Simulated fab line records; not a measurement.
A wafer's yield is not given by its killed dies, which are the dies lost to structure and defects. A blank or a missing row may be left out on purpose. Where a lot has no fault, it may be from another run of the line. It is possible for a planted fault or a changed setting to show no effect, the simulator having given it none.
fab line records | flow nandHarc
record lots=6 | wafers=18 | lastDay=35
route steps=1302 shown A_STAIRCASE@700 END@1302
lots untouched by any fault: they come from a run of this same line in which no faults occurred
startH: hours from the record's first day to the start of the lot's first wafer shown | waitH: hours from the lot's prior step to this one | " as in the row above | L1.1+2: several wafers, shown together as one row | - value missing, or start not given | * or withheld: withheld | < > ~ a bound
route shown NAME@n: a module of which the file shows steps, and the number in the route of the first | usual: mean/standard deviation of fault-free wafers | same: alike in all rows | chamber/n: place in a boat | sites: the reading at each site | _std_site: their standard deviation | _edge_site: outer sites' mean less inner sites' | radiusMm: for every site, how far away it sits from the centre of the wafer | mask NAME#n: copy n | behind: the most recent tool/chamber to have shaped the wafer | hold: why the lot was held/for how many hours/how that ended | device: which transistor (n, p or np) failed to switch | end of line: the route-end tests of the same wafers | a step given without rows: its recipe and nothing more | killed: at the first sort, the dies lost to defects and structure; wafer yield is something else | map: per-die view of a wafer (x killed, . not killed, _ where there is no die)
set.NAME: the setting that was run; set.NAME@STEP: the one run at that earlier step | model.NAME: the simulator's own value behind a step, which no gauge read
lots at some steps of the route; a table a step, a row a wafer
services: when a tool's chamber went out of use (startH, in hours from the record's first day, below 0 if earlier), for how many hours, and the reason
## steps
# step NHARC_A_STAIRCASE_DESCUM_186
# recipe timeS=3 | o2FlowSccm=200 | arFlowSccm=0 | biasPowerW=0 | chemistry=O2
# usual drypumpMotorCurrentA=5.9/0.55 | oesProductAu=1.000/0.009 | rfVppV=57.5/0.94 | showerheadPlenumPTorr=1.87/0.072 | throttleValvePct=11.310/0.0084
lot.wafer | tool       | chamber | startH | waitH | drypumpMotorCurrentA | oesProductAu | rfHoursCounterH | rfVppV | showerheadPlenumPTorr | throttleValvePct
L942.3    | rieDiel-01 | 0       | 451.69 | -     | 6.7                  | 1.010        | 14              | 55.1   | 1.79                  | 11.300
L942.4    | "          | 1       | "      | "     | 6.1                  | 1.006        | 12              | 57.2   | 1.89                  | 11.306
L942.1    | "          | 2       | "      | "     | 6.2                  | 1.006        | 11              | 57.4   | 1.88                  | 11.328
L946.1    | rieDiel-04 | 3       | 495.52 | -     | 6.6                  | 0.980        | 47              | 59.0   | 2.06                  | 11.326
L946.4    | "          | 0       | "      | "     | 5.5                  | 0.994        | 48              | 56.7   | 1.87                  | 11.319
L946.6    | "          | 0       | "      | "     | 5.5                  | 0.978        | -               | 58.2   | 1.87                  | 11.302
L951.2    | rieDiel-01 | 2       | 547.68 | -     | 6.2                  | 0.997        | 43              | 55.3   | 1.87                  | 11.313
L951.4    | "          | 3       | "      | "     | 6.3                  | 1.019        | -               | 59.0   | 1.88                  | 11.302
L951.6    | "          | 0       | "      | "     | 6.7                  | 1.005        | -               | 57.9   | 1.78                  | 11.307
L953.1    | rieDiel-01 | 0       | 554.95 | -     | 6.7                  | 1.000        | 48              | 57.4   | 1.78                  | 11.308
L953.3    | "          | 1       | "      | "     | 6.1                  | 1.014        | 38              | 59.0   | 1.89                  | 11.307
L953.6    | "          | 3       | "      | "     | 6.3                  | 1.009        | -               | 57.0   | 1.88                  | 11.305
L955.1    | rieDiel-05 | 0       | 581.80 | -     | 6.0                  | 1.004        | 55              | 57.3   | 1.79                  | 11.311
L955.4    | "          | 2       | "      | "     | 5.7                  | 1.007        | 61              | 56.8   | 1.76                  | 11.324
L955.6    | "          | 0       | "      | "     | 6.0                  | 1.002        | -               | 56.7   | 1.79                  | 11.311
L956.1    | rieDiel-01 | 2       | 591.02 | -     | 6.1                  | 0.996        | 13              | 57.8   | 1.86                  | 11.332
L956.6    | "          | 3       | "      | "     | 6.4                  | 0.999        | -               | 58.2   | 1.88                  | 11.307
L956.5    | "          | 0       | "      | "     | 6.7                  | 0.992        | -               | 57.5   | 1.78                  | 11.299
# step NHARC_A_STAIRCASE_TRIM_187
# recipe timeS=211.2 | o2FlowSccm=500 | arFlowSccm=0 | biasW=0 | chemistry=O2
# usual drypumpMotorCurrentA=5.9/0.55 | oesProductAu=1.001/0.0099 | rfVppV=57.6/0.93 | showerheadPlenumPTorr=3.45/0.12 | throttleValvePct=17.035/0.0087
lot.wafer | tool       | chamber | startH | waitH | drypumpMotorCurrentA | oesProductAu | rfHoursCounterH | rfVppV | showerheadPlenumPTorr | throttleValvePct
L942.3    | rieDiel-01 | 0       | 451.94 | 0.2   | 6.7                  | 1.006        | 14              | 58.4   | 3.32                  | 17.030
L942.1    | "          | 1       | "      | "     | 6.1                  | 1.004        | 12              | 56.9   | 3.50                  | 17.034
L942.4    | "          | 2       | "      | "     | 6.2                  | 1.003        | 11              | 57.7   | 3.47                  | 17.034
L946.4    | rieDiel-04 | 3       | 495.76 | 0.2   | 6.6                  | 0.981        | 47              | 58.0   | 3.78                  | 17.037
L946.1    | "          | 0       | "      | "     | 5.5                  | 0.987        | 48              | 56.7   | 3.45                  | 17.030
L946.6    | "          | 2       | "      | "     | 5.3                  | 1.009        | -               | 57.6   | 3.57                  | 17.025
L951.2    | rieDiel-01 | 0       | 547.78 | 0.1   | 6.7                  | 0.998        | 46              | 58.1   | 3.31                  | 17.032
L951.4    | "          | 2       | "      | "     | 6.2                  | 1.000        | -               | 56.5   | 3.45                  | 17.037
L951.6    | "          | 3       | "      | "     | 6.3                  | 1.003        | -               | 56.1   | 3.47                  | 17.033
L953.3    | rieDiel-01 | 0       | 555.01 | 0.1   | 6.7                  | 0.995        | 48              | 56.9   | 3.31                  | 17.024
L953.1    | "          | 2       | "      | "     | 6.2                  | 0.985        | 45              | 57.2   | 3.45                  | 17.028
L953.6    | "          | 1       | "      | "     | 6.1                  | 1.013        | -               | 57.3   | 3.48                  | 17.038
L955.1    | rieDiel-05 | 0       | 581.89 | 0.1   | 6.0                  | 1.004        | 55              | 57.1   | 3.32                  | 17.034
L955.4    | "          | 1       | "      | "     | 4.9                  | 0.991        | 60              | 57.8   | 3.57                  | 17.039
L955.6    | "          | 3       | "      | "     | 5.3                  | 0.976        | -               | 58.4   | 3.58                  | 17.027
L956.1    | rieDiel-01 | 0       | 591.14 | 0.1   | 6.7                  | 0.983        | 8               | 58.2   | 3.30                  | 17.035
L956.5    | "          | 2       | "      | "     | 6.2                  | 0.975        | -               | 56.9   | 3.44                  | 17.011
L956.6    | "          | 0       | "      | "     | 6.7                  | 0.982        | -               | 57.1   | 3.30                  | 17.028
# step NHARC_A_STAIRCASE_ETCH_188
# recipe targetDepthA=1000 | timeS=40.5 | ionEnergyEv=400 | c4f8FlowSccm=20 | o2FlowSccm=10 | arFlowSccm=withheld | rfW=600 | biasW=1000 | chemistry=C4F8/O2
# step NHARC_A_STAIRCASE_TRIM_189
# recipe timeS=211.2 | o2FlowSccm=500 | arFlowSccm=0 | biasW=0 | chemistry=O2
# step NHARC_A_STAIRCASE_ETCH_190
# recipe targetDepthA=1000 | timeS=40.5 | ionEnergyEv=400 | c4f8FlowSccm=20 | o2FlowSccm=10 | arFlowSccm=withheld | rfW=600 | biasW=1000 | chemistry=C4F8/O2
# step NHARC_A_STAIRCASE_TRIM_191
# recipe timeS=211.2 | o2FlowSccm=500 | arFlowSccm=0 | biasW=0 | chemistry=O2
# step NHARC_A_STAIRCASE_ETCH_192
# recipe targetDepthA=1000 | timeS=40.5 | ionEnergyEv=400 | c4f8FlowSccm=20 | o2FlowSccm=10 | arFlowSccm=withheld | rfW=600 | biasW=1000 | chemistry=C4F8/O2
# usual oesProductAu=0.944/0.012 | rfFwdPowerW=591.8/2.9 | rfVppV=893/4.6
lot.wafer | tool       | chamber | startH | waitH | oesProductAu | rfFwdPowerW | rfHoursCounterH | rfVppV
L942.3    | rieDiel-01 | 2       | -      | -     | 0.943        | 596.2       | 12              | 893
L942.1    | "          | 3       | "      | "     | 0.946        | 591.3       | 15              | 893
L942.4    | "          | 0       | "      | "     | 0.941        | 591.7       | 15              | 889
L946.4    | rieDiel-04 | 3       | -      | -     | 0.929        | 595.1       | 47              | 905
L946.1    | "          | 1       | "      | "     | 0.947        | 587.2       | 44              | 890
L946.6    | "          | 3       | "      | "     | 0.917        | 593.1       | -               | 904
L951.2    | rieDiel-01 | 2       | -      | -     | 0.927        | 594.8       | 44              | 894
L951.4    | "          | 3       | "      | "     | 0.936        | 593.9       | -               | 892
L951.6    | "          | 2       | "      | "     | 0.933        | 594.9       | -               | 893
L953.3    | rieDiel-01 | 0       | -      | -     | 0.942        | 587.8       | 48              | 887
L953.1    | "          | 2       | "      | "     | 0.937        | 593.6       | 45              | 893
L953.6    | "          | 3       | "      | "     | 0.957        | 594.6       | -               | 895
L955.4    | rieDiel-05 | 1       | -      | -     | 0.940        | 593.8       | 60              | 898
L955.1    | "          | 3       | "      | "     | 0.921        | 595.3       | 64              | 898
L955.6    | "          | 1       | "      | "     | 0.931        | 590.9       | -               | 897
L956.1    | rieDiel-01 | 2       | -      | -     | 0.902        | 594.2       | 13              | 894
L956.6    | "          | 0       | "      | "     | 0.915        | 589.9       | -               | 889
L956.5    | "          | 3       | "      | "     | 0.929        | 595.3       | -               | 894
# step NHARC_A_STAIRCASE_TRIM_193
# recipe timeS=211.2 | o2FlowSccm=500 | arFlowSccm=0 | biasW=0 | chemistry=O2
# step NHARC_A_STAIRCASE_ETCH_194
# recipe targetDepthA=1000 | timeS=40.5 | ionEnergyEv=400 | c4f8FlowSccm=20 | o2FlowSccm=10 | arFlowSccm=withheld | rfW=600 | biasW=1000 | chemistry=C4F8/O2
# usual oesProductAu=0.943/0.011 | rfFwdPowerW=591/3.1 | rfVppV=893/4.5
lot.wafer | tool       | chamber | startH | waitH | oesProductAu | rfFwdPowerW | rfHoursCounterH | rfVppV
L942.4    | rieDiel-01 | 1       | -      | -     | 0.966        | 595         | 13              | 893
L942.3    | "          | 2       | "      | "     | 0.962        | 593         | 12              | 893
L942.1    | "          | 0       | "      | "     | 0.948        | 591         | 16              | 888
L946.1    | rieDiel-04 | 2       | -      | -     | 0.939        | 590         | 43              | 896
L946.4    | "          | 0       | "      | "     | 0.938        | 593         | 48              | 892
L946.6    | "          | 1       | "      | "     | 0.953        | 586         | -               | 892
L951.2    | rieDiel-01 | 0       | -      | -     | 0.942        | 591         | 47              | 887
L951.6    | "          | 3       | "      | "     | 0.949        | 594         | -               | 895
L951.4    | "          | 2       | "      | "     | 0.940        | 591         | -               | 893
L953.1    | rieDiel-01 | 0       | -      | -     | 0.949        | 588         | 48              | 889
L953.3    | "          | 1       | "      | "     | 0.942        | 596         | 39              | 895
L953.6    | "          | 3       | "      | "     | 0.953        | 596         | -               | 893
L955.4    | rieDiel-05 | 1       | -      | -     | 0.927        | 594         | 61              | 899
L955.1    | "          | 2       | "      | "     | 0.952        | 588         | 62              | 886
L955.6    | "          | 1       | "      | "     | 0.933        | 593         | -               | 897
L956.1    | rieDiel-01 | 3       | -      | -     | 0.948        | 594         | 9               | 893
L956.6    | "          | 0       | "      | "     | 0.931        | 587         | -               | 888
L956.5    | "          | 3       | "      | "     | 0.936        | 596         | -               | 894
# step NHARC_A_STAIRCASE_TRIM_196
# recipe timeS=211.2 | o2FlowSccm=500 | arFlowSccm=0 | biasW=0 | chemistry=O2
# step NHARC_A_STAIRCASE_ETCH_197
# recipe targetDepthA=1000 | timeS=40.5 | ionEnergyEv=400 | c4f8FlowSccm=20 | o2FlowSccm=10 | arFlowSccm=withheld | rfW=600 | biasW=1000 | chemistry=C4F8/O2
# step NHARC_A_STAIRCASE_TRIM_198
# recipe timeS=211.2 | o2FlowSccm=500 | arFlowSccm=0 | biasW=0 | chemistry=O2
# usual drypumpMotorCurrentA=5.8/0.54 | oesProductAu=0.998/0.012 | rfVppV=57.6/0.88 | showerheadPlenumPTorr=3.50/0.14 | throttleValvePct=17.037/0.009
lot.wafer | tool       | chamber | startH | waitH | drypumpMotorCurrentA | oesProductAu | rfHoursCounterH | rfVppV | showerheadPlenumPTorr | throttleValvePct
L942.3    | rieDiel-01 | 1       | 454.00 | -     | 6.1                  | 0.995        | 14              | 60.4   | 3.50                  | 17.028
L942.1    | "          | 2       | "      | "     | 6.2                  | 0.989        | 13              | 58.7   | 3.47                  | 17.040
L942.4    | "          | 0       | "      | "     | 6.7                  | 0.998        | 16              | 54.9   | 3.32                  | 17.031
L946.4    | rieDiel-04 | 2       | 497.32 | -     | 5.3                  | 1.002        | 43              | 56.9   | 3.57                  | 17.039
L946.1    | "          | 1       | "      | "     | 5.6                  | 1.006        | 44              | 58.6   | 3.42                  | 17.033
L946.6    | "          | 2       | "      | "     | 5.2                  | 0.993        | -               | 58.4   | 3.57                  | 17.039
L951.4    | rieDiel-04 | 0       | 549.24 | -     | 5.5                  | 1.177        | 1               | 57.8   | 3.44                  | 17.038
L951.2    | "          | 1       | "      | "     | 5.6                  | 1.021        | 1               | 56.9   | 3.42                  | 17.034
L951.6    | "          | 3       | "      | "     | 6.6                  | 0.987        | -               | 58.5   | 3.78                  | 17.031
L953.3    | rieDiel-04 | 1       | 557.35 | -     | 5.6                  | 1.009        | 4               | 57.3   | 3.42                  | 17.009
L953.1    | "          | 0       | "      | "     | 5.5                  | 1.174        | 4               | 58.3   | 3.44                  | 17.023
L953.6    | "          | 2       | "      | "     | 5.3                  | 1.003        | -               | 56.7   | 3.56                  | 17.045
L955.1    | rieDiel-05 | 1       | 583.24 | -     | 4.9                  | 0.977        | 61              | 57.0   | 3.57                  | 17.044
L955.4    | "          | 3       | "      | "     | 5.3                  | 0.978        | 65              | 56.9   | 3.58                  | 17.039
L955.6    | "          | 0       | "      | "     | 6.0                  | 1.008        | -               | 57.7   | 3.32                  | 17.039
L956.1    | rieDiel-01 | 2       | 593.49 | -     | 6.2                  | 0.989        | 14              | 58.8   | 3.44                  | 17.030
L956.6    | "          | 2       | "      | "     | 6.2                  | 0.987        | -               | 57.9   | 3.44                  | 17.050
L956.5    | "          | 3       | "      | "     | 6.3                  | 1.006        | -               | 57.3   | 3.46                  | 17.045
# step NHARC_A_STAIRCASE_ETCH_199
# recipe targetDepthA=1000 | timeS=40.5 | ionEnergyEv=400 | c4f8FlowSccm=20 | o2FlowSccm=10 | arFlowSccm=withheld | rfW=600 | biasW=1000 | chemistry=C4F8/O2
# usual oesProductAu=0.944/0.014 | rfFwdPowerW=591/3.3 | rfVppV=894/5.1
lot.wafer | tool       | chamber | startH | waitH | oesProductAu | rfFwdPowerW | rfHoursCounterH | rfVppV
L942.3    | rieDiel-01 | 2       | -      | -     | 0.942        | 595         | 13              | 893
L942.4    | "          | 3       | "      | "     | 0.963        | 595         | 15              | 893
L942.1    | "          | 1       | "      | "     | 0.939        | 594         | 14              | 894
L946.4    | rieDiel-04 | 0       | -      | -     | 0.945        | 593         | 49              | 893
L946.1    | "          | 1       | "      | "     | 0.956        | 586         | 44              | 892
L946.6    | "          | 3       | "      | "     | 0.928        | 592         | -               | 904
L951.4    | rieDiel-04 | 2       | -      | -     | 0.971        | 594         | 1               | 898
L951.2    | "          | 0       | "      | "     | 0.949        | 592         | 1               | 892
L951.6    | "          | 2       | "      | "     | 0.964        | 591         | -               | 897
L953.1    | rieDiel-04 | 1       | -      | -     | 0.952        | 586         | 4               | 892
L953.3    | "          | 3       | "      | "     | 0.935        | 592         | 4               | 906
L953.6    | "          | 0       | "      | "     | 0.948        | 591         | -               | 893
L955.1    | rieDiel-05 | 1       | -      | -     | 0.939        | 593         | 61              | 900
L955.4    | "          | 2       | "      | "     | 0.949        | 595         | 62              | 887
L955.6    | "          | 3       | "      | "     | 0.937        | 594         | -               | 898
L956.1    | rieDiel-01 | 2       | -      | -     | 0.917        | 592         | 14              | 892
L956.5    | "          | 2       | "      | "     | 0.926        | 594         | -               | 893
L956.6    | "          | 3       | "      | "     | 0.932        | 594         | -               | 892
# step NHARC_END_SORT_01
# recipe tempC=25
# usual killedAtArray=62/22 | killedAtOther=1.0/1.4 | killedAtPeriphery=4.2/2.8 | killedDies=67/23 | killedOpen=3.1/1.7 | killedShort=2.1/1.5
# same grossDies=677
lot.wafer | tool      | chamber | startH | waitH | hold                    | killedAtArray | killedAtOther | killedAtPeriphery | killedDies | killedOpen | killedShort
L942.1    | prober-01 | 0       | 653.88 | 2.5   | -                       | 27            | 3             | 3                 | 33         | 3          | 1
L942.3    | prober-01 | 0       | 655.49 | 3.1   | -                       | 42            | 3             | 2                 | 47         | 6          | 4
L942.4    | prober-01 | 0       | 656.30 | 3.4   | -                       | 35            | 2             | 2                 | 39         | 1          | 1
L946.1    | prober-02 | 0       | 706.44 | 2.5   | -                       | 82            | 0             | 9                 | 91         | 7          | 0
L946.4    | prober-02 | 0       | 708.84 | 3.4   | -                       | 64            | 0             | 6                 | 70         | 2          | 3
L946.6    | prober-02 | 0       | 710.45 | 4.0   | -                       | 74            | 1             | 4                 | 79         | 4          | 2
L953.1    | prober-02 | 0       | 748.64 | 2.5   | awaitDispo/4.7h/release | 449           | 1             | 1                 | 451        | 2          | 1
L953.3    | prober-02 | 0       | 750.23 | 3.1   | awaitDispo/4.7h/release | 71            | 2             | 3                 | 76         | 3          | 2
L953.6    | prober-02 | 0       | 752.61 | 4.0   | awaitDispo/4.7h/release | 78            | 2             | 5                 | 85         | 3          | 3
L951.2    | prober-01 | 0       | 749.40 | 2.8   | awaitDispo/0.9h/release | 110           | 0             | 9                 | 119        | 2          | 2
L951.4    | prober-01 | 0       | 750.98 | 3.4   | awaitDispo/0.9h/release | 411           | 0             | 8                 | 419        | 3          | 1
L951.6    | prober-01 | 0       | 752.56 | 4.0   | awaitDispo/0.9h/release | 85            | 0             | 10                | 95         | 1          | 1
L955.1    | prober-01 | 0       | 786.86 | 2.5   | -                       | 25            | 0             | 3                 | 28         | 4          | 3
L955.4    | prober-01 | 0       | 789.25 | 3.4   | -                       | 32            | 1             | 6                 | 39         | 6          | 2
L955.6    | prober-01 | 0       | 790.83 | 4.0   | -                       | 31            | 1             | 5                 | 37         | 4          | 6
L956.1    | prober-02 | 0       | 824.05 | 2.5   | -                       | 95            | 0             | 5                 | 100        | 1          | 2
L956.5    | prober-02 | 0       | 827.25 | 3.7   | -                       | 89            | 1             | 6                 | 96         | 6          | 2
L956.6    | prober-02 | 0       | 828.05 | 4.0   | -                       | 88            | 0             | 2                 | 90         | 3          | 4
# killed by level:class
L942.1 A_CHANNEL_HOLE_D2:chamberFilmFlake=16 A_CHANNEL_HOLE_D1:chamberFilmFlake=4 THIN_TSV:chamberFilmFlake=3 P_ZERO_WELL:chamberFilmFlake=2 A_SGD_CUT:chamberFilmFlake=2 P_CONTACT:geometricParticle:open=1 A_ONON_D2:geometricParticle:open=1 A_SGD_CUT:geometricParticle:open=1
L942.3 A_CHANNEL_HOLE_D1:chamberFilmFlake=10 A_CHANNEL_HOLE_D2:chamberFilmFlake=10 A_SGD_CUT:chamberFilmFlake=6 A_SLIT:chamberFilmFlake=3 THIN_TSV:chamberFilmFlake=3 A_ONON_D1:geometricParticle:short=2 A_CHANNEL_FILL_D1:geometricParticle:open=2 A_ONON_D2:geometricParticle:open=2
L942.4 A_CHANNEL_HOLE_D2:chamberFilmFlake=14 A_SGD_CUT:chamberFilmFlake=8 A_CHANNEL_HOLE_D1:chamberFilmFlake=5 A_SLIT:chamberFilmFlake=4 THIN_TSV:chamberFilmFlake=2 A_CHANNEL_FILL_D1:geometricParticle:open=1 A_WL_FILL:geometricParticle:short=1 P_ZERO_WELL:chamberFilmFlake=1
L946.1 A_CHANNEL_HOLE_D1:chamberFilmFlake=34 A_CHANNEL_HOLE_D2:chamberFilmFlake=24 A_CONTACT:chamberFilmFlake=5 A_SGD_CUT:chamberFilmFlake=4 A_CHANNEL_FILL_D2:chamberFilmFlake=4 P_STI:chamberFilmFlake=3 P_GATE:chamberFilmFlake=3 A_DECK1_JOINT:chamberFilmFlake=3
L946.4 A_CHANNEL_HOLE_D1:chamberFilmFlake=27 A_CHANNEL_HOLE_D2:chamberFilmFlake=18 A_SLIT:chamberFilmFlake=5 P_GATE:chamberFilmFlake=4 A_SGD_CUT:chamberFilmFlake=4 A_CONTACT:chamberFilmFlake=2 P_M0:geometricParticle:open=1 A_DECK1_JOINT:geometricParticle:short=1
L946.6 A_CHANNEL_HOLE_D1:chamberFilmFlake=33 A_CHANNEL_HOLE_D2:chamberFilmFlake=24 P_STI:chamberFilmFlake=3 A_CHANNEL_FILL_D2:chamberFilmFlake=3 A_SGD_CUT:chamberFilmFlake=3 A_CONTACT:chamberFilmFlake=2 P_GATE:geometricParticle:open=1 A_ONON_D1:geometricParticle:open=1
L953.1 A_STAIRCASE:areaTrim=380 A_CHANNEL_HOLE_D2:chamberFilmFlake=25 A_CHANNEL_HOLE_D1:chamberFilmFlake=21 A_CONTACT:chamberFilmFlake=8 A_SLIT:chamberFilmFlake=4 A_BLC:chamberFilmFlake=3 A_STAIRCASE:chamberFilmFlake=2 A_WL_FILL:chamberFilmFlake=2
L951.2 A_SLIT:chamberFilmFlake=32 A_CHANNEL_HOLE_D1:chamberFilmFlake=28 A_CHANNEL_HOLE_D2:chamberFilmFlake=28 A_STAIRCASE:chamberFilmFlake=12 A_CONTACT:chamberFilmFlake=5 P_STI:chamberFilmFlake=3 P_M2:chamberFilmFlake=2 P_CONTACT:geometricParticle:open=1
L953.3 A_CHANNEL_HOLE_D2:chamberFilmFlake=31 A_CHANNEL_HOLE_D1:chamberFilmFlake=16 A_SLIT:chamberFilmFlake=8 A_BLC:chamberFilmFlake=4 A_STAIRCASE:chamberFilmFlake=3 P_GATE:chamberFilmFlake=2 A_CONTACT:chamberFilmFlake=2 THIN_TSV:chamberFilmFlake=2
L951.4 A_STAIRCASE:areaTrim=307 A_CHANNEL_HOLE_D1:chamberFilmFlake=32 A_SLIT:chamberFilmFlake=24 A_CHANNEL_HOLE_D2:chamberFilmFlake=22 A_CONTACT:chamberFilmFlake=12 A_STAIRCASE:chamberFilmFlake=9 P_M2:chamberFilmFlake=3 A_CONTACT:geometricParticle:open=2
L951.6 A_CHANNEL_HOLE_D1:chamberFilmFlake=26 A_SLIT:chamberFilmFlake=25 A_CHANNEL_HOLE_D2:chamberFilmFlake=21 A_STAIRCASE:chamberFilmFlake=7 P_STI:chamberFilmFlake=4 A_CONTACT:chamberFilmFlake=4 P_ZERO_WELL:chamberFilmFlake=3 P_M2:chamberFilmFlake=3
L953.6 A_CHANNEL_HOLE_D2:chamberFilmFlake=36 A_CHANNEL_HOLE_D1:chamberFilmFlake=24 A_CONTACT:chamberFilmFlake=4 A_STAIRCASE:chamberFilmFlake=3 A_BLC:chamberFilmFlake=3 A_WL_FILL:geometricParticle:short=2 P_GATE:chamberFilmFlake=2 A_SLIT:chamberFilmFlake=2
L955.1 A_SLIT:chamberFilmFlake=7 A_SGD_CUT:chamberFilmFlake=3 A_CHANNEL_HOLE_D1:chamberFilmFlake=2 A_CHANNEL_HOLE_D2:chamberFilmFlake=2 A_CONTACT:chamberFilmFlake=2 P_CONTACT:geometricParticle:short=1 P_M0:geometricParticle:open=1 A_CHANNEL_FILL_D1:geometricParticle:short=1
L955.4 A_CONTACT:chamberFilmFlake=11 A_SLIT:chamberFilmFlake=6 P_CONTACT:geometricParticle:open=3 A_CHANNEL_HOLE_D1:unspecified=3 A_SGD_CUT:chamberFilmFlake=3 A_CHANNEL_FILL_D1:geometricParticle:open=2 P_ZERO_WELL:chamberFilmFlake=2 A_CHANNEL_FILL_D1:geometricParticle:short=1
L955.6 A_SLIT:chamberFilmFlake=10 A_SGD_CUT:chamberFilmFlake=4 A_CONTACT:chamberFilmFlake=4 A_M0:geometricParticle:open=2 P_ZERO_WELL:chamberFilmFlake=2 A_CHANNEL_HOLE_D1:unspecified=2 A_WL_FILL:chamberFilmFlake=2 P_GATE:geometricParticle:open=1
L956.1 A_CHANNEL_HOLE_D2:chamberFilmFlake=33 A_SLIT:chamberFilmFlake=32 A_CHANNEL_HOLE_D1:chamberFilmFlake=14 A_CONTACT:chamberFilmFlake=6 P_M0:geometricParticle:short=2 P_GATE:chamberFilmFlake=2 A_CHANNEL_FILL_D2:chamberFilmFlake=2 A_STAIRCASE:chamberFilmFlake=2
L956.5 A_SLIT:chamberFilmFlake=33 A_CHANNEL_HOLE_D2:chamberFilmFlake=27 A_CHANNEL_HOLE_D1:chamberFilmFlake=17 A_CONTACT:chamberFilmFlake=5 A_STAIRCASE:chamberFilmFlake=3 P_GATE:geometricParticle:open=1 P_M0:geometricParticle:short=1 P_M0:geometricParticle:open=1
L956.6 A_SLIT:chamberFilmFlake=26 A_CHANNEL_HOLE_D2:chamberFilmFlake=25 A_CHANNEL_HOLE_D1:chamberFilmFlake=13 A_CONTACT:chamberFilmFlake=9 A_STAIRCASE:chamberFilmFlake=5 A_CHANNEL_FILL_D2:geometricParticle:short=2 A_M0:geometricParticle:open=2 A_WL_FILL:chamberFilmFlake=2
# map L951.4 (x killed, . not)
____________x____________
_________xxxx.x._________
_______xxxxx.x.xxx_______
______xxxxxxx.xx...______
_____xxxxxxxxx.xxxxx_____
____xxxxxxxx.......xx____
____xxxxxxxxxxxx.x.xx____
___xxxxx.xx....x.x..xx___
___xxxxxxx.x..xx.x.xxx___
__xxxxxxx.xx......x.x.x__
__xxxxx.x.x.x..x...xx.x__
_xxxxxx..xx....x....xxx._
_xxxxxx.xx..x.....xxxxxx_
_xxxxxx..........x.xxx.x_
_xxxxx.x...x......xxxxxx_
_xxxxxxx......x...xxxxxx_
xxxxxx.x.x.......xx..xxxx
xxxxx.x.x........x..xx.xx
xxxx..xx............xx.xx
xxxxxx.x............x.x..
xxxx.xxx.x..........xx...
_xxxxxxxxx.x....x......x_
_xxx..xxx..x........x.xx_
_xxxx.xx.x......x.....xx_
_xxxxx..x..x........x.xx_
_xxxxx....xx.x..x.....xx_
__xxxxxxxxxx.xxxx...xxx__
__xxxxxxx..xx.xx.....xx__
___xxxxxxxxx..xx.xx.x.___
___xxxx.xxxxx..x..xxxx___
____xxxxxxxxxx.x..xxx____
____xxxxxxxxxxxx.x.xx____
_____xxxxxxxxxxxxxxx_____
______xxxxxxxxxxxxx______
_______xxxxxxxxxxx_______
_________xxxxxxx_________
____________x____________
# map L953.1 (x killed, . not)
____________x____________
_________.xxxx.x_________
_______xxxxxx.x.xx_______
______xx.xxxxxxxxxx______
_____xxxxx.xxxxxx..._____
____x..xxxxxxxx....x.____
____xxxxxx.x.xx.xxxx.____
___xxx.xxxxxxx..xx..x.___
___xxxxx.xxxx.xx......___
__xxxxxxxxxxxx.....xx.x__
__xxxxx.xxxxxx.xxx..xx.__
_xxxxx.xxxx..xx.xx.x.x.x_
_xxxxxxxx.xxxxx..x....x._
_xxx.xx.xxxxx.x.x.....xx_
_.xxxxxx.xxxxxx..xx....._
_xxxxxxxxxxxxx...xx.x..._
xxxxxxxxxxxxxx.xx.x..x..x
xxxxx.xxxxxxxx.x...x....x
xxxxxxxxxxx.xxx....x..x..
xx.xxxxxxxxxxxxx.xx....x.
xxxxxxx..xx.xxxx......x.x
_xxxxxxxx.xxx...x.x.xxx._
_xxxx.xxxx.x.xx..xxx...._
_xxxx.xxx.xxxxx..xxxx.x._
_x.xxxxxxx.x....xx..x.xx_
_xxxxx.xxxxxxx.x..xx...._
__.xxxx.xxxxxx.xxx...x.__
__xx.x..x.xxx..x.x.x..x__
___xxxxx.xx.xxx..x.x.x___
___xxxx.x.xx..x..xx.xx___
____xxxxxxx..x...x...____
____xxx.xxxx.x.x.xxx.____
_____.xxxxxxx.xxxx.._____
______..xxxx.xx.x.x______
_______x.xxxxxx..._______
_________x.x...._________
____________x____________
## services
tool       | chamber | startH | hours | kind
rieDiel-01 | 3       | 432.83 | 5.4   | repair
rieDiel-01 | 0       | 440.05 | -     | clean
rieDiel-01 | 1       | 440.05 | -     | clean
rieDiel-01 | 2       | 440.05 | -     | clean
rieDiel-01 | 3       | 440.05 | -     | clean
rieDiel-01 | 0       | 464.57 | -     | clean
rieDiel-01 | 1       | 464.57 | -     | clean
rieDiel-01 | 2       | 464.57 | -     | clean
rieDiel-01 | 3       | 464.57 | -     | clean
rieDiel-01 | 0       | 489.10 | -     | clean
rieDiel-01 | 1       | 489.10 | -     | clean
rieDiel-01 | 2       | 489.10 | -     | clean
rieDiel-01 | 3       | 489.10 | -     | clean
rieDiel-01 | 0       | 513.60 | -     | clean
rieDiel-01 | 1       | 513.60 | -     | clean
rieDiel-01 | 2       | 513.60 | -     | clean
rieDiel-01 | 3       | 518.23 | 14.8  | repair
rieDiel-04 | -       | 533.38 | 9.0   | pm
rieDiel-01 | 1       | 541.13 | 11.0  | repair
rieDiel-05 | 0       | 541.14 | 4.4   | repair
rieDiel-01 | -       | 559.01 | 9.0   | pm
rieDiel-05 | 0       | 571.25 | 7.7   | repair
rieDiel-05 | -       | 584.74 | 9.0   | pm
rieDiel-04 | 2       | 591.69 | 4.0   | repair
## key
firstSign step=NHARC_A_STAIRCASE_TRIM_198 | reading=oesProductAu | direction=up | sigmas=14 | usual=0.998 | struck=1.176
effect step=NHARC_END_SORT_01 | reading=killedAtArray | direction=up | sigmas=16 | usual=62 | struck=430
moreKillsBornAt NHARC_A_STAIRCASE_TRIM_198@rieDiel-04=687
metAt NHARC_A_STAIRCASE_TRIM_198
struckWafers L951.4,L953.1
laterRowsLeftOut L953.1
testerLeftOut L951,L953
fault kind=processParameterDrift | tool=rieDiel-04 | chamber=0 | onsetH=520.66 | steps=NHARC_A_STAIRCASE_TRIM_198 | channel=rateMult | offset=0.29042 | shape=step | endH=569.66
# testerLeftOut: of these lots the tester's yield and bins aren't shown, on N5 and GAA mostly nor the transistor test; their killed dies are dies lost to structure and defects alone, not to doping, threshold or leakage, so they don't give the yield
# laterRowsLeftOut: the simulator's readings of these wafers behind a module that went badly wrong aren't trusted and aren't shown, but for the sort
